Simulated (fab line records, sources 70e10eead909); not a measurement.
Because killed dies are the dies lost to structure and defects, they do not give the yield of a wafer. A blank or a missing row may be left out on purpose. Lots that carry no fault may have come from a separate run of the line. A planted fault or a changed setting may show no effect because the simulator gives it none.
Comparing a struck lot with a sound one | flow nand harc | 22 steps out of a route of 1159
Sound: wafers L908.3, L908.4, L908.6. Wafers L914.1, L914.2, L914.5 were the ones struck. Last of all comes the cause.
Per side, at each step with rows, come the tool, then ch with its chambers, and then its first start. Under that, the readings that differ: sound wafers | struck wafers | difference of the means | sigmas: that difference in standard deviations of wafers without a fault.
alike: readings whose means differ by less than 2 such deviations, and words and numbers that are the same on both sides. not compared: withheld readings, readings that some wafer has no value for, bounds like >300 that may hide the same value, and numbers for which the record gives no deviation and whose values overlap.
The two part at a step that has a row with sigmas, a row that says differs or no value, or rows on one side only. Numbers that don't overlap but have no deviation are shown without sigmas and don't part them. A reading that every wafer of one side lacks parts them only if that side has two wafers or more.

first, 1 step without rows for these wafers: NHARC_P_M1_SRD_25.
NHARC_P_M1_INSPECT_27:
  sound on defect inspect-01 at day 6 11:12; struck on defect inspect-01 at day 7 23:48
  alike: raw defect count
NHARC_P_M1_PRE_CLEAN_32: time 12 s.
  sound on pecvd-04 ch 0,1,2, day 6 11:17; struck on pecvd-04 ch 0,1,2, day 7 23:54
  alike: heater power outer w, heater power w
NHARC_P_M1_DEP_33: deposits SiCN, target thk 30 nm.
  sound on pecvd-04 ch 0,1,2, day 6 11:26; struck on pecvd-04 ch 0,1,2, day 8 00:00
  alike: heater power outer w, heater power w
then, 7 steps without rows for these wafers: NHARC_P_M2_DEP_00 (deposits SiOC, target thk 182.5 nm); NHARC_P_M2_DEHYDRATE_01 (time 120 s); NHARC_P_M2_HMDS_02 (time 30 s); NHARC_P_M2_COAT_34 (time 65 s); NHARC_P_M2_COAT_03 (resist thk 90 nm); NHARC_P_M2_SOFTBAKE_04 (time 55 s); NHARC_P_M2_EBR_05.
NHARC_P_M2_EXPOSE_06: exposes mask P M2, target cd 170 nm.
  sound on arfi scanner-03 ch 0, day 6 12:26; struck on arfi scanner-03 ch 0, day 8 01:03
  reading              | sound             | struck            | difference | sigmas
  exposure dose mJ cm2 | 80.73 80.91 80.81 | 79.77 79.73 79.80 | -1.05      | -15
  alike: mask, reticle temp C
then, 2 steps without rows for these wafers: NHARC_P_M2_PEB_07 (peb time 65 s); NHARC_P_M2_DEVELOP_08 (develop time 35 s).
NHARC_P_M2_CD_MEAS_09: the cd target is 170 nm.
  sound on cd sem-01 ch 0, day 6 12:35; struck on cd sem-02 ch 0, day 8 01:11
  alike: cd nm
NHARC_P_M2_OVL_MEAS_10: pitch 340 nm.
  sound on overlay-01 at day 6 12:40; struck on overlay-01 at day 8 01:16
  alike: overlay x nm, overlay y nm
NHARC_P_M2_INSPECT_11:
  sound on defect inspect-01 at day 6 12:42; struck on defect inspect-01 at day 8 01:19
  alike: raw defect count
NHARC_P_M2_DESCUM_14: chemistry O2, time 3 s.
  sound on rie diel-01 ch 0,2,3, day 6 12:46; struck on rie diel-07 ch 2,3, day 8 01:22
  reading               | sound             | struck            | difference | sigmas
  oes product au (a.u.) | 1.000 1.009 0.998 | 0.992 0.978 0.987 | -0.017     | -2
  model.P_M2.cd nm (nm) | 170 169.9 169.8   | 169.1 169.3 169.3 | -0.7       |
  alike: drypump motor current A, rf vpp V, showerhead plenum p Torr, throttle valve pct
  not compared: rf hours counter h
NHARC_P_M2_ETCH_35: etches the open film in N2/H2, target depth 40 nm, overetch 12 nm, time 43.94 s.
  sound on rie diel-01 ch 0,1,2, day 6 12:50; struck on rie diel-07 ch 1,2, day 8 01:28
  alike: drypump motor current A, oes product au, rf vpp V, showerhead plenum p Torr, throttle valve pct
  not compared: rf hours counter h
NHARC_P_M2_ETCH_15: etches the open film in C4F8/Ar, target depth 182.5 nm, time 91.2 s.
  sound: rie diel-01 ch 1,2,3; struck: rie diel-07 ch 1,2
  reading               | sound           | struck            | difference | sigmas
  model.P_M2.cd nm (nm) | 169.8 170 169.8 | 168.9 168.9 169.1 | -0.9       |
  alike: oes product au, rf vpp V
  not compared: rf hours counter h
NHARC_P_M2_CD_MEAS_16:
  sound on cd sem-02 at day 6 13:04; struck on cd sem-03 at day 8 01:41
  alike: cd nm
-- record jumps: 14 days between struck wafers' starts before vs after; left off in module P_M2, resumes in module END, first step shown is number 1159 of the route --
NHARC_END_SORT_01:
  only the struck wafers appear in the record here, on prober-01 ch 0 at day 21 20:51; the sound ones have no rows

## WHERE THEY PART
At NHARC_P_M2_EXPOSE_06 first; at NHARC_END_SORT_01 last (within this record only).

WHY: the cause the simulator had injected
Drift in process parameters on arfi scanner-03 at NHARC_P_M2_EXPOSE_06, starting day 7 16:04. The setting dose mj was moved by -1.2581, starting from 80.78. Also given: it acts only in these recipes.
